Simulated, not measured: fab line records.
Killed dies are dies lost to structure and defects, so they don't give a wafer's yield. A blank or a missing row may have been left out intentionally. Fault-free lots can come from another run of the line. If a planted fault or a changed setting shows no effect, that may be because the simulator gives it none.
fab line records | flow nandHarc
record lots=12 wafers=36 lastDay=33
route steps=1302 shown A_STAIRCASE@796 A_BONDPAD@1227 THIN_TSV@1262 END@1302
lots untouched by any fault: they come from a run of this same line in which no faults occurred
startH: hours from the record's opening day to when the first of the lot's shown wafers began | waitH: hours elapsed since this lot's preceding step | " the same as in the row above | L1.1+2: one row covering several wafers at once | - no value present, or no start provided | * or withheld: withheld | < > ~ a bound
route shown NAME@n: NAME is a module with steps in the file, n the number in the route of the first one | usual: mean/standard deviation taken from wafers without a fault | same: alike in all rows | chamber/n: place in a boat | sites: per-site readings | _std_site: how widely they spread, as a standard deviation | _edge_site: the outer-site mean with the inner-site mean subtracted | radiusMm: for every site, how far away it sits from the centre of the wafer | mask NAME#n: copy n | behind: the last tool/chamber to shape the wafer | hold: why the lot was held/for how many hours/how that ended | device: whichever transistor did not switch (one of n, p or np) | end of line: the tests these same wafers got at the end of their route | a step with no rows: only its recipe | killed: dies lost to structure and defects at the first sort, not the wafer's yield | map: a wafer's dies, marking killed ones x, the rest . and places with no die _
set.NAME: the setting as run; set.NAME@STEP: as run at that earlier step | model.NAME: the simulator's own value behind a step, which no gauge read
a sample of lots followed through the steps of the route, with each step as a table and each wafer as a row
services: the hour from which a tool's chamber was out of use, counted from the record's first day as startH (under 0 if before that day), plus the number of hours and why
## steps
# step NHARC_A_STAIRCASE_DEP_280
# recipe targetThkA=300 targetThkNm=30 tempC=400 pressureTorr=3.5 flowSccm=200 rfW=350 material=SiON
# usual heaterPowerW=745/74 rfFwdPowerW=348.8/1.3
# columns lot.wafer tool chamber startH waitH heaterPowerW rfFwdPowerW
L955.3 pecvd-03 0 383.49 0.9 721 347.9
L955.1 " 2 " " 752 350.7
L955.6 " 0 " " 730 349.4
L956.1 pecvd-01 1 386.00 1.6 706 349.4
L956.5 " 0 " " 795 346.7
L956.4 " 1 " " 720 348.7
L958.3 pecvd-03 2 402.66 1.0 707 348.6
L958.6 " 0 " " 669 348.5
L958.4 " 2 " " 712 348.6
L959.3 pecvd-03 2 407.38 0.9 709 345.3
L959.2 " 0 " " 704 348.5
L959.5 " 2 " " 708 347.4
L960.1 pecvd-03 1 435.02 1.6 679 349.6
L960.3 " 2 " " 740 346.2
L960.6 " 2 " " 742 347.5
L961.1 pecvd-03 1 442.08 1.6 700 351.0
L961.6 " 2 " " 774 351.1
L961.4 " 0 " " 657 347.3
L962.2 pecvd-03 2 451.21 1.3 780 348.5
L962.6 " 1 " " 796 349.0
L962.4 " 2 " " 763 349.8
L974.3 pecvd-01 0 558.36 0.9 744 349.7
L974.6 " 0 " " 745 347.6
L974.4 " 2 " " 840 348.0
L971.1 pecvd-04 0 560.18 1.5 835 348.5
L971.6 " 0 " " 875 348.5
L971.5 " 1 " " 891 349.4
L973.5 pecvd-03 2 571.17 0.4 732 349.0
L973.6 " 0 " " 655 347.0
L973.4 " 1 " " 745 347.9
L975.2 pecvd-04 2 581.12 1.3 861 349.5
L975.1 " 0 " " 891 348.1
L975.4 " 0 " " 884 350.6
L976.3 pecvd-03 2 582.93 0.9 666 351.8
L976.2 " 0 " " 575 350.4
L976.6 " 1 " " 717 347.7
# step NHARC_A_BONDPAD_PVD_17
# recipe targetThkA=50 biasV=168.6 powerW=15000 chamberPressurePa=0.12 timeS=8.06 substrateTempC=50 material=TaN
# usual throttleValvePct=29.6/1.1
# columns lot.wafer tool chamber startH waitH throttleValvePct
L955.1 pvdSputter-02 - - - 30.6
L955.3 " - " " 30.5
L955.6 " - " " 31.0
L958.4 pvdSputter-03 - - - 29.2
L958.3 " - " " 29.7
L958.6 " - " " 29.4
L956.4 pvdSputter-02 - - - 30.5
L956.1 " - " " 31.0
L956.5 " - " " 31.5
L959.3 pvdSputter-03 - - - 29.5
L959.2 " - " " 29.9
L959.5 " - " " 29.0
L960.3 pvdSputter-02 - - - 31.1
L960.1 " - " " 31.4
L960.6 " - " " 30.4
L961.1 pvdSputter-03 - - - 30.2
L961.4 " - " " 30.0
L962.4 pvdSputter-03 - - - 29.2
L962.2 " - " " 29.3
L971.1 pvdSputter-01 - - - 30.4
L971.6 " - " " 30.2
L971.5 " - " " 28.0
L974.4 pvdSputter-01 - - - 30.6
L974.3 " - " " 29.3
L974.6 " - " " 28.4
L973.4 pvdSputter-01 - - - 30.5
L973.5 " - " " 28.3
L973.6 " - " " 29.7
L975.4 pvdSputter-01 - - - 28.2
L975.1 " - " " 29.4
L975.2 " - " " 27.9
L976.3 pvdSputter-03 - - - 28.6
L976.2 " - " " 30.0
L976.6 " - " " 30.8
# step NHARC_THIN_TSV_ETCH_44
# recipe targetDepthA=15942 timeS=797.1 cf4FlowSccm=150 o2FlowSccm=10 arFlowSccm=0 rfW=300 biasW=800 chemistry=CF4/O2
# usual chamberPressureMTorr=30.000/0.026 drypumpMotorCurrentA=5.8/0.41 oesProductAu=0.999/0.011 rfFwdPowerW=299.8/0.92 rfVppV=789/3 showerheadPlenumPTorr=1.75/0.046 throttleValvePct=16.914/0.0088
# columns lot.wafer tool chamber startH waitH chamberPressureMTorr drypumpMotorCurrentA oesProductAu rfFwdPowerW rfHoursCounterH rfVppV showerheadPlenumPTorr throttleValvePct
L955.3 rieDiel-04 2 558.68 0.1 30.021 5.8 0.988 299.8 1.7 788 1.73 16.911
L955.1 " 1 " " 30.005 6.6 1.005 298.8 1.7 788 1.71 16.925
L955.6 " 2 " " 30.050 5.8 0.979 301.4 - 789 1.73 16.923
L958.4 rieDiel-04 2 570.72 0.1 29.977 5.8 0.991 300.0 2.4 787 1.73 16.904
L958.3 " 1 " " 29.999 6.6 1.005 299.3 2.1 785 1.71 16.914
L958.6 " 2 " " 29.975 5.8 0.989 300.0 - 788 1.73 16.896
L956.1 rieDiel-04 2 573.16 0.1 29.994 5.8 0.995 299.9 3.1 787 1.73 16.918
L956.4 " 0 " " 30.011 5.3 0.994 300.3 2.5 786 1.71 16.926
L956.5 " 1 " " 29.940 6.6 1.011 300.6 - 786 1.71 16.913
L959.3 rieDiel-04 2 583.38 0.1 30.006 5.8 1.000 300.7 4.7 786 1.73 16.919
L959.2 " 0 " " 30.029 5.3 0.996 299.1 3.6 786 1.71 16.905
L959.5 " 2 " " 29.962 5.8 1.000 302.0 - 788 1.73 16.909
L960.3 rieDiel-04 0 606.22 0.1 30.017 5.3 0.990 301.0 4.2 786 1.71 16.897
L960.1 " 1 " " 29.988 6.6 1.005 301.3 5.0 785 1.70 16.912
L960.6 " 3 " " 30.012 5.5 1.007 297.7 - 794 1.83 16.917
L961.1 rieDiel-01 2 614.35 0.1 30.003 5.6 0.994 302.0 2.2 789 1.72 16.912
L961.4 " 3 " " 29.991 6.0 1.007 301.0 2.1 789 1.73 16.917
L962.2 rieDiel-01 3 622.42 0.1 29.985 6.0 0.998 298.4 2.7 788 1.73 16.918
L962.4 " 1 " " 30.013 5.9 0.988 299.8 3.0 787 1.72 16.921
L971.1 rieDiel-01 2 728.55 0.1 29.955 5.7 0.995 299.7 8.5 788 1.72 16.916
L971.5 " 2 " " 29.983 5.6 0.985 298.1 - 787 1.72 16.916
L971.6 " 1 " " 30.011 5.9 0.995 299.5 - 787 1.72 16.917
L974.3 rieDiel-04 1 733.20 0.1 30.005 6.6 1.013 299.7 0.7 786 1.70 16.911
L974.4 " 3 " " 29.983 5.5 1.003 298.9 0.7 794 1.83 16.905
L974.6 " 2 " " 30.024 5.8 1.008 300.1 - 788 1.72 16.917
L973.4 rieDiel-04 1 752.10 0.2 29.988 6.5 1.017 299.1 2.4 786 1.70 16.925
L973.5 " 2 " " 30.007 5.8 1.006 300.3 - 789 1.72 16.921
L973.6 " 3 " " 29.976 5.5 1.008 298.8 - 794 1.83 16.913
L975.1 rieDiel-01 1 758.81 0.1 30.017 5.9 0.986 300.1 0.9 787 1.72 16.918
L975.4 " 2 " " 29.969 5.7 1.007 299.8 0.7 788 1.72 16.920
L975.2 " 3 " " 29.994 6.0 0.986 299.6 0.6 788 1.73 16.913
L976.3 rieDiel-01 2 765.02 0.1 29.999 5.7 0.998 298.2 1.3 786 1.72 16.918
L976.2 " 0 " " 30.018 5.9 0.975 299.3 1.7 793 1.80 16.914
L976.6 " 2 " " 29.958 5.6 1.008 300.0 - 786 1.72 16.905
# step NHARC_THIN_TSV_DESCUM_35
# recipe timeS=3 o2FlowSccm=200 arFlowSccm=0 biasPowerW=0 chemistry=O2
# usual chamberPressureMTorr=60.00/0.052 drypumpMotorCurrentA=5.7/0.48 oesProductAu=1.002/0.0099 rfVppV=57.4/0.82 showerheadPlenumPTorr=1.82/0.049 throttleValvePct=11.310/0.0085
# columns lot.wafer tool chamber startH waitH chamberPressureMTorr drypumpMotorCurrentA oesProductAu rfHoursCounterH rfVppV showerheadPlenumPTorr throttleValvePct
L955.3 rieDiel-03 3 564.35 - 59.98 6.6 1.003 4 58.6 1.89 11.296
L955.1 " 2 " " 59.86 5.7 1.004 4 56.2 1.79 11.316
L955.6 " 3 " " 59.97 6.6 1.004 - 58.3 1.89 11.312
L958.4 rieDiel-01 3 576.38 - 59.97 6.0 1.008 0 57.8 1.80 11.315
L958.3 " 1 " " 60.03 5.9 1.002 0 58.6 1.79 11.324
L958.6 " 0 " " 60.06 6.0 0.997 - 57.4 1.88 11.312
L956.1 rieDiel-03 2 578.84 - 59.95 5.7 1.005 5 57.2 1.79 11.307
L956.4 " 3 " " 60.00 6.6 1.007 5 58.9 1.88 11.313
L956.5 " 3 " " 59.99 6.6 0.998 - 57.4 1.89 11.308
L959.2 rieDiel-01 2 589.25 - 60.01 5.7 0.988 1 55.4 1.79 11.306
L959.3 " 1 " " 59.92 5.9 0.983 1 57.6 1.79 11.312
L959.5 " 2 " " 60.00 5.6 0.984 - 55.2 1.79 11.312
L960.1 rieDiel-01 1 612.21 - 59.96 6.0 0.991 2 56.3 1.79 11.306
L960.3 " 3 " " 60.05 6.0 1.007 2 56.8 1.80 11.322
L960.6 " 1 " " 59.93 5.9 0.988 - 56.5 1.79 11.308
L961.1 rieDiel-01 2 620.03 - 60.03 5.6 1.009 3 56.8 1.79 11.308
L961.4 " 1 " " 60.01 5.9 1.004 3 56.5 1.79 11.300
L962.4 rieDiel-01 3 628.11 - 59.98 6.0 0.993 3 56.5 1.80 11.297
L962.2 " 2 " " 59.97 5.6 1.003 3 58.6 1.79 11.318
L971.1 rieDiel-04 2 734.52 - 59.95 5.7 1.017 1 57.0 1.79 11.308
L971.6 " 1 " " 60.00 6.5 1.014 - 58.1 1.77 11.315
L971.5 " 2 " " 60.07 5.8 1.002 - 57.2 1.79 11.295
L974.4 rieDiel-03 1 738.86 - 60.08 4.9 1.010 4 57.3 1.83 11.314
L974.3 " 3 " " 60.04 6.6 1.006 5 57.9 1.88 11.302
L974.6 " 2 " " 60.04 5.7 1.022 - 56.9 1.79 11.315
L973.4 rieDiel-04 1 757.90 - 60.10 6.5 1.016 3 57.2 1.77 11.316
L973.6 " 3 " " 60.09 5.5 1.002 - 57.4 1.91 11.309
L973.5 " 0 " " 59.98 5.3 1.009 - 57.4 1.77 11.317
L975.1 rieDiel-04 0 765.02 - 60.06 5.4 1.006 3 57.0 1.77 11.307
L975.4 " 1 " " 59.97 6.6 1.009 3 57.7 1.77 11.311
L975.2 " 2 " " 59.99 5.8 1.005 4 57.5 1.79 11.292
L976.3 rieDiel-04 2 770.83 - 60.03 5.8 1.004 4 57.6 1.79 11.309
L976.2 " 3 " " 59.97 5.5 0.997 3 58.4 1.91 11.316
L976.6 " 3 " " 59.96 5.5 0.992 - 59.7 1.91 11.300
# step NHARC_END_SORT_01
# recipe tempC=25
# usual killedAtArray=58/18 killedAtOther=1.0/1.5 killedAtPeriphery=4/3.1 killedDies=64/18 killedOpen=3.4/1.9 killedShort=2.7/1.7
# same grossDies=677
# columns lot.wafer tool chamber startH waitH killedAtArray killedAtOther killedAtPeriphery killedDies killedOpen killedShort
L961.1 prober-01 0 628.87 2.5 86 1 1 88 2 0
L961.4 prober-01 0 631.28 3.4 90 1 0 91 1 3
L961.6 prober-01 0 632.88 4.0 677 0 0 677 2 0
L962.2 prober-02 0 637.82 2.8 56 0 5 61 2 2
L962.4 prober-02 0 639.41 3.4 46 2 0 48 3 3
L962.6 prober-02 0 641.01 4.0 677 0 0 677 2 3
# killed by level:class
L961.1 A_SLIT:chamberFilmFlake=34 A_CHANNEL_HOLE_D1:chamberFilmFlake=28 A_CHANNEL_HOLE_D2:chamberFilmFlake=20 A_CONTACT:chamberFilmFlake=2 P_CONTACT:geometricParticle:open=1 A_M0:geometricParticle:open=1 A_CHANNEL_FILL_D1:chamberFilmFlake=1 THIN_TSV:chamberFilmFlake=1
L961.4 A_CHANNEL_HOLE_D1:chamberFilmFlake=31 A_SLIT:chamberFilmFlake=25 A_CHANNEL_HOLE_D2:chamberFilmFlake=17 A_CONTACT:chamberFilmFlake=6 A_CHANNEL_FILL_D1:chamberFilmFlake=3 A_SOURCE_PLATE:geometricParticle:short=1 A_DECK1_JOINT:geometricParticle:open=1 A_CHANNEL_HOLE_D2:geometricParticle:short=1
L961.6 A_STAIRCASE:areaDep=585 A_CHANNEL_HOLE_D2:chamberFilmFlake=30 A_CHANNEL_HOLE_D1:chamberFilmFlake=28 A_SLIT:chamberFilmFlake=23 A_CONTACT:chamberFilmFlake=5 A_DECK1_JOINT:chamberFilmFlake=3 A_SOURCE_PLATE:geometricParticle:open=1 A_WL_FILL:geometricParticle:open=1
L962.2 A_CHANNEL_HOLE_D1:chamberFilmFlake=37 A_CHANNEL_HOLE_D2:chamberFilmFlake=10 A_STAIRCASE:chamberFilmFlake=3 A_CHANNEL_FILL_D1:chamberFilmFlake=2 P_GATE:geometricParticle:short=1 P_CONTACT:geometricParticle:short=1 A_DECK1_JOINT:geometricParticle:open=1 A_CHANNEL_FILL_D2:geometricParticle:open=1
L962.4 A_CHANNEL_HOLE_D1:chamberFilmFlake=30 A_CHANNEL_HOLE_D2:chamberFilmFlake=7 A_WL_FILL:geometricParticle:open=2 A_WL_FILL:chamberFilmFlake=2 THIN_TSV:chamberFilmFlake=2 A_ONON_D2:geometricParticle:short=1 A_SGD_CUT:geometricParticle:short=1 A_BLC:geometricParticle:short=1
L962.6 A_STAIRCASE:areaDep=618 A_CHANNEL_HOLE_D1:chamberFilmFlake=38 A_CHANNEL_HOLE_D2:chamberFilmFlake=11 A_DECK1_JOINT:chamberFilmFlake=3 A_ONON_D1:geometricParticle:short=1 A_CHANNEL_FILL_D1:geometricParticle:open=1 A_DECK1_JOINT:geometricParticle:short=1 A_CHANNEL_FILL_D2:geometricParticle:open=1
## services
# columns tool chamber startH hours kind
pecvd-03 - 366.00 13.0 pm
rieDiel-01 - 380.90 9.0 pm
pecvd-03 2 387.47 3.4 repair
pecvd-03 0 413.59 6.4 repair
rieDiel-04 3 413.67 10.7 repair
rieDiel-04 0 423.20 7.0 repair
rieDiel-01 1 435.26 2.8 repair
pecvd-03 - 437.17 4.6 repair
rieDiel-01 1 458.30 6.5 repair
pecvd-03 2 483.82 7.7 repair
rieDiel-01 0 505.73 16.7 repair
rieDiel-01 3 509.96 8.8 repair
rieDiel-04 - 532.05 9.0 pm
rieDiel-01 - 557.90 9.0 pm
rieDiel-01 0 584.93 15.9 repair
rieDiel-01 1 602.96 5.1 repair
rieDiel-04 1 618.33 43.9 repair
rieDiel-01 - 642.54 0.3 repair
rieDiel-04 0 651.43 3.7 repair
rieDiel-01 0 662.20 4.9 repair
rieDiel-04 - 709.05 9.0 pm
rieDiel-01 0 719.08 13.0 repair
rieDiel-01 - 734.90 9.0 pm
rieDiel-01 - 763.71 1.0 repair
## key
firstSign step=NHARC_END_SORT_01 reading=killedAtArray direction=up sigmas=35 usual=58 struck=677
effect step=NHARC_END_SORT_01 reading=killedDies direction=up sigmas=34 usual=64 struck=677
moreKillsBornAt NHARC_A_STAIRCASE_DEP_280@pecvd-03=1203
metAt NHARC_A_STAIRCASE_DEP_280
struckLots L961,L962
struckWafers L961.6,L962.6
laterRowsLeftOut L961.6,L962.6
testerLeftOut L961,L962
notActingAt NHARC_A_BONDPAD_PVD_17,NHARC_THIN_TSV_ETCH_44,NHARC_THIN_TSV_DESCUM_35
onsetBetween 435.02 442.08
fault kind=processParameterDrift tool=pecvd-03 chamber=- onsetH=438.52 steps=NHARC_A_STAIRCASE_DEP_280 channel=targetThkNm offset=19.756 shape=step endH=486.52 scope=struckWafersOnly actsIn=theseRecipesOnly stated=30
# testerLeftOut: of these lots the tester's yield and bins aren't shown, on N5 and GAA mostly nor the transistor test; their killed dies are dies lost to structure and defects alone, not to doping, threshold or leakage, so they don't give the yield
# laterRowsLeftOut: the simulator's readings of these wafers behind a module that went badly wrong aren't trusted and aren't shown, but for the sort
